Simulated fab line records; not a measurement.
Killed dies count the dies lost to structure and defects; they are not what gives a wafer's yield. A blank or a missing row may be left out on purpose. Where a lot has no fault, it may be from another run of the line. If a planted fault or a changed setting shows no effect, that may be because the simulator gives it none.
fab line records	flow nand_harc
record lots=13	wafers=36	last_day=33
route steps=1302 shown A_CONTACT@1039 END@1302
lots that met no fault: from a run of the same line without faults
start_h: hours from the record's opening day to when the first of the lot's shown wafers began	wait_h: hours since the lot's step before	" the same as in the row above	L1.1+2: one row covering several wafers at once	- either no value or no given start	* or withheld: withheld	< > ~ a bound
route shown NAME@n: names a module that has steps shown in the file, with the first one's number in the route	usual: the fault-free wafers' mean and standard deviation	same: alike in all rows	chamber/n: place in a boat	sites: the reading at each site	_std_site: standard deviation across them	_edge_site: mean of outer sites minus mean of inner sites	radius_mm: how far each site lies from the wafer's centre	mask NAME#n: copy n	behind: tool/chamber where the wafer was last shaped	hold: cause of the lot's hold/its duration in hours/its outcome	device: whichever transistor did not switch (one of n, p or np)	end of line: tests of these same wafers at the route's end	step lacking rows: just its recipe	killed: the dies lost at the first sort to structure and to defects; this is not the yield of the wafer	map: dies across one wafer; x = killed, . = not, _ = none there
set.NAME: the setting that was run; set.NAME@STEP: the one run at that earlier step	model.NAME: the simulator's own value behind a step, which no gauge read
one table for each step of the route and one row for each wafer, over a sample of lots
services: from which hour (start_h, from the record's first day; less than 0 if before it) a tool's chamber was out of use, for how many hours, and why
## steps
# step NHARC_A_CONTACT_CD_MEAS_69
# recipe target_cd_nm=300	landing_energy_ev=500
# usual cd_nm=300.1/0.59
lot.wafer	tool	chamber	start_h	wait_h	cd_nm
L375.1	cd_sem-02	0	493.19	-	299.7
L375.3	"	0	"	"	299.8
L375.4	"	0	"	"	299.8
L376.1	cd_sem-01	0	518.00	-	300.4
L376.3	"	0	"	"	300.9
L376.5	"	0	"	"	300.4
L378.1	cd_sem-02	0	523.09	-	299.2
L378.2	"	0	"	"	299.4
L378.3	"	0	"	"	299.6
L379.4	cd_sem-02	0	541.66	-	300.4
L379.5	"	0	"	"	300.5
L379.6	"	0	"	"	299.8
L382.3	cd_sem-03	0	561.07	-	300.6
L382.4	"	0	"	"	300.5
L382.5	"	0	"	"	300.8
L381.1	cd_sem-03	0	568.49	-	300.4
L381.4	"	0	"	"	299.5
L381.5	"	0	"	"	299.8
L384.3	cd_sem-02	0	576.43	-	300.6
L384.5	"	0	"	"	300.5
L384.6	"	0	"	"	300.2
L390.1	cd_sem-01	0	650.22	-	299.1
L390.5	"	0	"	"	299.1
L389.1	cd_sem-03	0	655.05	-	299.5
L389.4	"	0	"	"	300.1
L391.4	cd_sem-03	0	659.57	-	300.0
L391.5	"	0	"	"	300.9
L395.3	cd_sem-01	0	710.62	-	299.8
L395.4	"	0	"	"	300.4
L395.5	"	0	"	"	299.9
L397.1	cd_sem-02	0	738.30	-	300.1
L397.3	"	0	"	"	300.1
L397.6	"	0	"	"	299.9
L398.1	cd_sem-02	0	741.58	-	299.5
L398.4	"	0	"	"	298.4
L398.5	"	0	"	"	299.3
# step NHARC_A_CONTACT_DESCUM_74
# recipe time_s=3	o2_flow_sccm=200	ar_flow_sccm=0	bias_power_w=0	chemistry=O2
# usual drypump_motor_current_A=5.6/0.43	oes_product_au=1.003/0.011	rf_vpp_V=57.6/0.98	showerhead_plenum_p_Torr=1.88/0.092	throttle_valve_pct=11.309/0.008
lot.wafer	tool	chamber	start_h	wait_h	drypump_motor_current_A	oes_product_au	rf_hours_counter_h	rf_vpp_V	showerhead_plenum_p_Torr	throttle_valve_pct
L375.1	rie_diel-09	2	493.77	0.4	5.1	1.002	26	57.7	1.77	11.322
L375.4	"	3	"	"	6.0	1.005	31	58.2	2.03	11.319
L375.3	"	0	"	"	5.3	0.995	29	57.7	1.78	11.302
L376.3	rie_diel-02	3	518.19	0.1	5.2	1.006	37	56.5	1.87	11.314
L376.1	"	1	"	"	6.4	1.002	35	58.4	1.95	11.315
L376.5	"	3	"	"	5.2	0.999	-	58.1	1.86	11.314
L378.2	rie_diel-09	3	523.27	0.1	6.0	1.001	2	59.6	2.03	11.310
L378.3	"	1	"	"	5.4	1.018	3	57.9	1.94	11.296
L378.1	"	2	"	"	5.1	1.007	2	57.3	1.77	11.315
L379.4	rie_diel-09	1	541.84	0.1	5.4	1.010	7	58.6	1.94	11.309
L379.6	"	0	"	"	5.3	0.991	-	56.4	1.78	11.306
L379.5	"	1	"	"	5.4	1.024	-	57.4	1.94	11.303
L382.4	rie_diel-09	2	561.27	0.1	5.2	0.990	8	56.9	1.77	11.319
L382.3	"	3	"	"	6.0	1.008	8	58.7	2.03	11.309
L382.5	"	0	"	"	5.3	1.003	-	56.9	1.78	11.314
L381.1	rie_diel-11	2	568.69	0.1	5.6	0.987	45	56.8	1.93	11.306
L381.4	"	3	"	"	6.1	0.991	43	57.1	1.78	11.316
L381.5	"	2	"	"	5.6	0.991	-	58.1	1.93	11.302
L384.3	rie_diel-09	0	576.61	0.1	5.3	1.004	12	56.8	1.78	11.305
L384.5	"	0	"	"	5.3	1.002	-	56.6	1.78	11.309
L384.6	"	3	"	"	6.0	1.004	-	59.7	2.03	11.312
L390.1	rie_diel-09	1	650.41	0.1	5.4	1.018	25	58.4	1.94	11.321
L390.5	"	0	"	"	5.3	1.001	-	57.7	1.77	11.314
L389.1	rie_diel-09	2	655.23	0.1	5.1	0.984	22	57.5	1.77	11.306
L389.4	"	0	"	"	5.3	0.981	26	56.3	1.77	11.312
L391.4	rie_diel-09	0	659.78	0.1	5.3	0.998	27	58.4	1.77	11.325
L391.5	"	3	"	"	6.0	0.989	-	58.5	2.02	11.300
L395.3	rie_diel-02	2	710.80	0.1	6.3	1.018	44	58.2	1.86	11.308
L395.4	"	3	"	"	5.2	1.001	45	57.4	1.85	11.310
L395.5	"	3	"	"	5.2	1.004	-	56.3	1.85	11.325
L397.1	rie_diel-09	0	738.48	0.1	5.3	0.994	9	56.0	1.77	11.293
L397.3	"	3	"	"	6.0	1.001	10	57.9	2.02	11.308
L397.6	"	1	"	"	5.4	1.002	-	58.3	1.93	11.315
L398.1	rie_diel-09	0	741.77	0.1	5.3	0.998	10	56.7	1.77	11.297
L398.4	"	1	"	"	5.4	1.026	11	56.2	1.93	11.310
L398.5	"	0	"	"	5.3	1.005	-	56.5	1.77	11.319
# step NHARC_A_CONTACT_ETCH_75
# recipe target_depth_a=390	over_etch_frac=0.3	time_s=65	ion_energy_ev=80	cf4_flow_sccm=150	ar_flow_sccm=0	rf_w=300	bias_w=100	chemistry=CF4
# usual drypump_motor_current_A=5.6/0.43	oes_product_au=1.002/0.011	rf_vpp_V=150.9/1.1	showerhead_plenum_p_Torr=1.74/0.078	throttle_valve_pct=13.283/0.0083
lot.wafer	tool	chamber	start_h	wait_h	drypump_motor_current_A	oes_product_au	rf_hours_counter_h	rf_vpp_V	showerhead_plenum_p_Torr	throttle_valve_pct
L375.3	rie_diel-09	1	493.84	0.1	5.4	0.996	29	152.4	1.80	13.281
L375.4	"	3	"	"	5.9	0.991	31	153.2	1.87	13.267
L375.1	"	0	"	"	5.3	0.999	29	150.5	1.65	13.278
L376.3	rie_diel-02	1	518.27	0.1	6.3	1.003	35	151.7	1.80	13.281
L376.1	"	3	"	"	5.2	0.992	37	150.9	1.73	13.286
L376.5	"	2	"	"	6.3	0.999	-	150.7	1.74	13.301
L378.2	rie_diel-09	2	523.36	0.1	5.1	0.999	2	149.2	1.65	13.288
L378.1	"	3	"	"	6.0	1.006	2	151.4	1.87	13.286
L378.3	"	0	"	"	5.3	0.994	3	150.1	1.65	13.301
L379.4	rie_diel-09	2	541.93	0.1	5.1	1.004	6	150.3	1.65	13.299
L379.5	"	0	"	"	5.3	0.997	-	150.9	1.65	13.274
L379.6	"	1	"	"	5.4	1.003	-	150.8	1.79	13.281
L382.3	rie_diel-09	0	561.34	0.1	5.3	0.991	8	150.9	1.65	13.280
L382.4	"	3	"	"	6.0	0.993	8	151.7	1.87	13.304
L382.5	"	1	"	"	5.4	1.023	-	151.9	1.79	13.276
L381.1	rie_diel-11	2	568.78	0.1	5.5	1.004	45	151.6	1.79	13.284
L381.4	"	3	"	"	6.1	0.995	43	149.8	1.65	13.281
L381.5	"	1	"	"	5.7	0.995	-	150.1	1.77	13.284
L384.3	rie_diel-09	3	576.90	0.3	6.0	0.997	11	150.3	1.87	13.288
L384.5	"	3	"	"	6.0	0.999	-	152.6	1.87	13.272
L384.6	"	1	"	"	5.4	1.016	-	152.2	1.79	13.289
L390.1	rie_diel-09	2	650.50	0.1	5.1	0.826	21	148.6	1.64	13.283
L390.5	"	1	"	"	5.4	1.009	-	151.0	1.79	13.292
L389.4	rie_diel-09	1	655.33	0.1	5.4	0.842	26	151.2	1.79	13.271
L389.1	"	3	"	"	6.0	0.820	28	152.3	1.86	13.274
L391.4	rie_diel-09	1	659.98	0.2	5.4	0.837	27	151.6	1.79	13.281
L391.5	"	0	"	"	5.3	0.990	-	148.6	1.65	13.281
L395.4	rie_diel-02	2	710.89	0.1	6.3	1.004	44	150.4	1.72	13.293
L395.3	"	1	"	"	6.3	0.993	38	151.7	1.78	13.264
L395.5	"	2	"	"	6.3	1.002	-	151.3	1.72	13.290
L397.1	rie_diel-09	3	738.57	0.1	6.0	1.005	10	152.5	1.86	13.289
L397.3	"	0	"	"	5.3	0.981	9	148.7	1.64	13.293
L397.6	"	0	"	"	5.3	0.991	-	149.4	1.64	13.289
L398.4	rie_diel-09	0	741.85	0.1	5.3	1.000	10	150.1	1.64	13.289
L398.1	"	1	"	"	5.4	1.026	11	150.2	1.78	13.281
L398.5	"	0	"	"	5.3	1.000	-	150.6	1.64	13.270
# step NHARC_A_CONTACT_ETCH_125
# recipe source_w=withheld	pressure_mtorr=20	bias_v=3000	time_s=197	target_depth_a=19180	ar_flow_sccm=withheld	c4f8_flow_sccm=withheld	o2_flow_sccm=withheld	chemistry=C4F8/O2/Ar
lot.wafer	tool	chamber	start_h	wait_h	rf_hours_counter_h
L375.1	har_cap_etch-03	1	495.50	0.2	44
L375.4	"	1	"	"	-
L375.3	"	0	"	"	-
L376.1	har_cap_etch-02	1	519.94	0.2	86
L376.3	"	0	"	"	-
L376.5	"	1	"	"	-
L378.1	har_cap_etch-01	1	525.01	0.2	2
L378.2	"	0	"	"	2
L378.3	"	1	"	"	-
L379.4	har_cap_etch-03	0	543.63	0.2	-
L379.6	"	0	"	"	-
L379.5	"	1	"	"	-
L382.3	har_cap_etch-03	1	563.14	0.2	-
L382.4	"	0	"	"	-
L382.5	"	0	"	"	-
L381.1	har_cap_etch-03	1	570.45	0.2	58
L381.4	"	1	"	"	-
L381.5	"	0	"	"	-
L384.3	har_cap_etch-01	1	578.97	0.2	-
L384.6	"	1	"	"	-
L384.5	"	0	"	"	-
L390.1	har_cap_etch-01	1	652.16	0.2	26
L390.5	"	1	"	"	-
L389.1	har_cap_etch-02	0	656.98	0.2	111
L389.4	"	0	"	"	-
L391.4	har_cap_etch-03	0	661.73	0.2	-
L391.5	"	1	"	"	-
L395.3	har_cap_etch-01	0	712.62	0.2	-
L395.4	"	1	"	"	-
L395.5	"	0	"	"	-
L397.1	har_cap_etch-01	0	740.26	0.2	41
L397.3	"	0	"	"	-
L397.6	"	1	"	"	-
L398.1	har_cap_etch-03	0	743.50	0.2	88
L398.4	"	1	"	"	-
L398.5	"	0	"	"	-
# step NHARC_END_SORT_01
# recipe temp_c=25
# usual killed_at_array=54/17	killed_at_other=1.0/1.4	killed_at_periphery=3.6/2.1	killed_dies=58/17	killed_open=3.2/2	killed_short=2.5/1.5
# same gross_dies=677
lot.wafer	tool	chamber	start_h	wait_h	killed_at_array	killed_at_other	killed_at_periphery	killed_dies	killed_open	killed_short
L376.1	prober-02	0	578.92	2.5	49	1	3	53	3	1
L376.3	prober-02	0	580.53	3.1	46	0	4	50	4	1
L376.5	prober-02	0	582.15	3.7	56	3	7	66	7	1
L379.4	prober-02	0	603.12	3.4	31	5	4	40	2	1
L379.5	prober-02	0	603.92	3.7	51	4	5	60	5	2
L379.6	prober-02	0	604.72	4.0	31	3	5	39	2	2
L381.1	prober-01	0	629.66	2.5	61	1	4	66	3	3
L381.4	prober-01	0	632.04	3.4	83	1	1	85	3	2
L381.5	prober-01	0	632.84	3.7	86	3	3	92	2	2
L384.3	prober-02	0	639.89	3.1	61	2	6	69	4	3
L384.5	prober-02	0	641.52	3.8	55	1	5	61	0	0
L384.6	prober-02	0	642.33	4.1	26	2	3	31	2	2
L390.1	prober-01	0	710.90	2.5	247	1	5	253	4	2
L390.5	prober-01	0	714.11	3.7	52	0	8	60	6	3
L389.1	prober-02	0	710.95	2.5	166	0	2	168	3	1
L389.4	prober-02	0	713.32	3.4	205	0	4	209	3	3
L391.4	prober-01	0	724.65	3.5	182	1	6	189	2	6
L391.5	prober-01	0	725.47	3.8	33	1	5	39	2	6
L395.3	prober-02	0	773.29	3.1	85	0	5	90	4	1
L395.4	prober-02	0	774.08	3.4	61	0	4	65	6	0
L395.5	prober-02	0	774.87	3.7	88	0	4	92	4	3
# killed by level:class
L376.1 A_SLIT:chamber_film_flake=22 A_CHANNEL_HOLE_D2:chamber_film_flake=14 A_CONTACT:chamber_film_flake=6 P_M1:chamber_film_flake=3 A_WL_FILL:chamber_film_flake=2 A_DECK1_JOINT:geometric_particle:short=1 A_ONON_D2:geometric_particle:open=1 A_CHANNEL_FILL_D2:geometric_particle:open=1
L376.3 A_SLIT:chamber_film_flake=21 A_CHANNEL_HOLE_D2:chamber_film_flake=10 A_CONTACT:chamber_film_flake=7 P_M1:chamber_film_flake=3 A_WL_FILL:chamber_film_flake=2 P_CONTACT:geometric_particle:open=1 A_CHANNEL_FILL_D2:geometric_particle:short=1 A_CONTACT:geometric_particle:open=1
L376.5 A_SLIT:chamber_film_flake=31 A_CHANNEL_HOLE_D2:chamber_film_flake=12 A_CONTACT:chamber_film_flake=4 THIN_TSV:chamber_film_flake=3 P_M0:geometric_particle:open=2 A_M0:geometric_particle:open=2 P_M1:chamber_film_flake=2 A_CHANNEL_FILL_D2:geometric_particle:short=1
L379.4 A_CHANNEL_HOLE_D2:chamber_film_flake=11 A_STAIRCASE:chamber_film_flake=8 THIN_TSV:chamber_film_flake=5 A_CHANNEL_HOLE_D1:chamber_film_flake=3 P_ZERO_WELL:chamber_film_flake=2 A_CHANNEL_FILL_D1:chamber_film_flake=2 A_DECK1_JOINT:chamber_film_flake=2 A_CONTACT:chamber_film_flake=2
L379.5 A_CHANNEL_HOLE_D2:chamber_film_flake=34 A_STAIRCASE:chamber_film_flake=5 THIN_TSV:chamber_film_flake=4 A_CONTACT:chamber_film_flake=3 P_CONTACT:geometric_particle:open=2 A_DECK1_JOINT:chamber_film_flake=2 A_CHANNEL_FILL_D2:chamber_film_flake=2 P_CONTACT:geometric_particle:short=1
L379.6 A_CHANNEL_HOLE_D2:chamber_film_flake=9 A_CHANNEL_FILL_D2:chamber_film_flake=5 A_STAIRCASE:chamber_film_flake=3 THIN_TSV:chamber_film_flake=3 P_ZERO_WELL:chamber_film_flake=2 P_GATE:chamber_film_flake=2 A_CHANNEL_HOLE_D1:chamber_film_flake=2 A_M0:chamber_film_flake=2
L381.1 A_SLIT:chamber_film_flake=30 A_CHANNEL_HOLE_D2:chamber_film_flake=14 A_CHANNEL_FILL_D1:chamber_film_flake=4 A_CONTACT:chamber_film_flake=4 A_CHANNEL_HOLE_D1:chamber_film_flake=3 P_M0:geometric_particle:open=2 P_M1:geometric_particle:short=2 A_ONON_D1:geometric_particle:short=1
L381.4 A_SLIT:chamber_film_flake=29 A_CHANNEL_HOLE_D2:chamber_film_flake=23 A_CHANNEL_HOLE_D1:chamber_film_flake=19 A_CHANNEL_FILL_D1:chamber_film_flake=3 A_DECK1_JOINT:chamber_film_flake=2 P_CONTACT:geometric_particle:open=1 A_ONON_D1:geometric_particle:short=1 A_CHANNEL_HOLE_D2:geometric_particle:short=1
L381.5 A_CHANNEL_HOLE_D1:chamber_film_flake=33 A_SLIT:chamber_film_flake=30 A_CHANNEL_HOLE_D2:chamber_film_flake=14 THIN_TSV:chamber_film_flake=3 A_ZERO_WELL:chamber_film_flake=2 A_SGD_CUT:chamber_film_flake=2 P_STI:geometric_particle:short=1 P_CONTACT:geometric_particle:open=1
L384.3 A_CHANNEL_HOLE_D2:chamber_film_flake=31 A_CHANNEL_HOLE_D1:chamber_film_flake=13 A_STAIRCASE:chamber_film_flake=6 A_ONON_D1:geometric_particle:open=3 P_STI:chamber_film_flake=2 P_GATE:chamber_film_flake=2 P_M2:chamber_film_flake=2 A_DECK1_JOINT:chamber_film_flake=2
L384.5 A_CHANNEL_HOLE_D1:chamber_film_flake=29 A_CHANNEL_HOLE_D2:chamber_film_flake=20 A_STAIRCASE:chamber_film_flake=3 P_STI:chamber_film_flake=2 P_M2:chamber_film_flake=2 A_WL_FILL:chamber_film_flake=2 P_ZERO_WELL:chamber_film_flake=1 A_CONTACT:chamber_film_flake=1
L384.6 A_CHANNEL_HOLE_D1:chamber_film_flake=13 A_CHANNEL_HOLE_D2:chamber_film_flake=4 P_M2:chamber_film_flake=2 A_WL_FILL:chamber_film_flake=2 A_CONTACT:chamber_film_flake=2 THIN_TSV:chamber_film_flake=2 P_M0:geometric_particle:open=1 A_SOURCE_PLATE:geometric_particle:open=1
L390.1 A_CONTACT:area_etch=170 A_CHANNEL_HOLE_D1:chamber_film_flake=32 A_CHANNEL_HOLE_D2:chamber_film_flake=25 A_STAIRCASE:chamber_film_flake=5 A_SLIT:chamber_film_flake=4 A_CONTACT:chamber_film_flake=3 P_BONDPAD:chamber_film_flake=2 A_ZERO_WELL:chamber_film_flake=2
L389.1 A_CONTACT:area_etch=108 A_SLIT:chamber_film_flake=33 A_CHANNEL_HOLE_D1:chamber_film_flake=12 A_CONTACT:chamber_film_flake=6 P_CONTACT:geometric_particle:open=1 A_ONON_D1:geometric_particle:short=1 A_CHANNEL_FILL_D1:geometric_particle:open=1 A_CONTACT:geometric_particle:open=1
L389.4 A_CONTACT:area_etch=143 A_SLIT:chamber_film_flake=36 A_CHANNEL_HOLE_D1:chamber_film_flake=9 A_CONTACT:chamber_film_flake=5 A_BLC:chamber_film_flake=4 P_STI:chamber_film_flake=3 A_STAIRCASE:chamber_film_flake=2 P_CONTACT:geometric_particle:short=1
L390.5 A_CHANNEL_HOLE_D2:chamber_film_flake=24 A_CHANNEL_HOLE_D1:chamber_film_flake=11 A_STAIRCASE:chamber_film_flake=8 P_M0:geometric_particle:open=3 P_BONDPAD:chamber_film_flake=3 A_CONTACT:chamber_film_flake=3 A_SOURCE_PLATE:geometric_particle:open=1 A_CHANNEL_HOLE_D2:geometric_particle:open=1
L391.4 A_CONTACT:area_etch=134 A_CHANNEL_HOLE_D1:chamber_film_flake=32 P_M1:chamber_film_flake=4 A_WL_FILL:geometric_particle:short=3 A_BLC:chamber_film_flake=3 P_GATE:chamber_film_flake=2 A_CONTACT:chamber_film_flake=2 A_ONON_D1:geometric_particle:short=1
L391.5 A_CHANNEL_HOLE_D1:chamber_film_flake=14 A_CONTACT:chamber_film_flake=6 A_SLIT:chamber_film_flake=4 P_M1:chamber_film_flake=3 A_WL_FILL:geometric_particle:short=2 P_M0:geometric_particle:open=1 A_SOURCE_PLATE:geometric_particle:short=1 A_CHANNEL_HOLE_D1:geometric_particle:open=1
L395.3 A_SLIT:chamber_film_flake=32 A_CHANNEL_HOLE_D2:chamber_film_flake=31 A_CHANNEL_HOLE_D1:chamber_film_flake=10 A_STAIRCASE:chamber_film_flake=4 P_CONTACT:geometric_particle:open=2 A_SGD_CUT:chamber_film_flake=2 A_WL_FILL:chamber_film_flake=2 P_M0:geometric_particle:open=1
L395.4 A_SLIT:chamber_film_flake=23 A_CHANNEL_HOLE_D2:chamber_film_flake=20 A_CHANNEL_HOLE_D1:chamber_film_flake=9 P_GATE:chamber_film_flake=2 A_CHANNEL_FILL_D1:chamber_film_flake=2 A_STAIRCASE:chamber_film_flake=2 P_GATE:geometric_particle:open=1 P_CONTACT:geometric_particle:open=1
L395.5 A_CHANNEL_HOLE_D2:chamber_film_flake=34 A_SLIT:chamber_film_flake=30 A_CHANNEL_HOLE_D1:chamber_film_flake=9 A_CONTACT:chamber_film_flake=4 A_STAIRCASE:chamber_film_flake=3 P_ZERO_WELL:chamber_film_flake=2 P_GATE:geometric_particle:short=1 A_SOURCE_PLATE:geometric_particle:open=1
## services
tool	chamber	start_h	hours	kind
rie_diel-09	0	476.27	-	clean
rie_diel-09	1	476.27	-	clean
rie_diel-09	2	476.27	-	clean
rie_diel-09	3	476.27	-	clean
har_cap_etch-01	-	489.61	0.3	repair
har_cap_etch-01	-	497.00	17.0	pm
rie_diel-09	-	497.26	9.0	pm
rie_diel-09	0	497.26	9.0	vent_cycle
rie_diel-09	1	497.26	9.0	vent_cycle
rie_diel-09	2	497.26	9.0	vent_cycle
rie_diel-09	3	497.26	9.0	vent_cycle
rie_diel-09	0	506.26	-	clean
rie_diel-09	1	506.26	-	clean
rie_diel-02	3	511.41	3.6	repair
rie_diel-09	0	530.82	5.3	repair
har_cap_etch-01	-	541.29	0.2	repair
rie_diel-02	-	570.87	9.0	pm
rie_diel-09	2	572.13	18.2	repair
rie_diel-11	-	609.86	9.0	pm
rie_diel-11	1	658.13	4.1	repair
rie_diel-11	3	658.46	15.1	repair
rie_diel-02	1	663.23	13.8	repair
rie_diel-09	-	674.26	9.0	pm
rie_diel-02	2	725.34	8.4	repair
## key
first_sign step=NHARC_A_CONTACT_ETCH_75	reading=oes_product_au	direction=down	sigmas=15	usual=1.002	struck=0.831
effect step=NHARC_END_SORT_01	reading=killed_dies	direction=up	sigmas=8.5	usual=58	struck=205
more_kills_born_at NHARC_A_CONTACT_ETCH_75@rie_diel-09=555
met_at NHARC_A_CONTACT_ETCH_75
struck_lots L389,L390,L391
struck_wafers L389.1,L389.4,L390.1,L391.4
tester_left_out L389,L390,L391
not_acting_at NHARC_A_CONTACT_CD_MEAS_69,NHARC_A_CONTACT_DESCUM_74,NHARC_A_CONTACT_ETCH_125
onset_between 576.90 650.50
fault kind=process_parameter_drift	tool=rie_diel-09	chamber=-	onset_h=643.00	steps=NHARC_A_CONTACT_ETCH_75	channel=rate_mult	offset=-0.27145	shape=step	end_h=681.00	scope=struck_wafers_only
# tester_left_out: of these lots the tester's yield and bins aren't shown, on N5 and GAA mostly nor the transistor test; their killed dies are dies lost to structure and defects alone, not to doping, threshold or leakage, so they don't give the yield
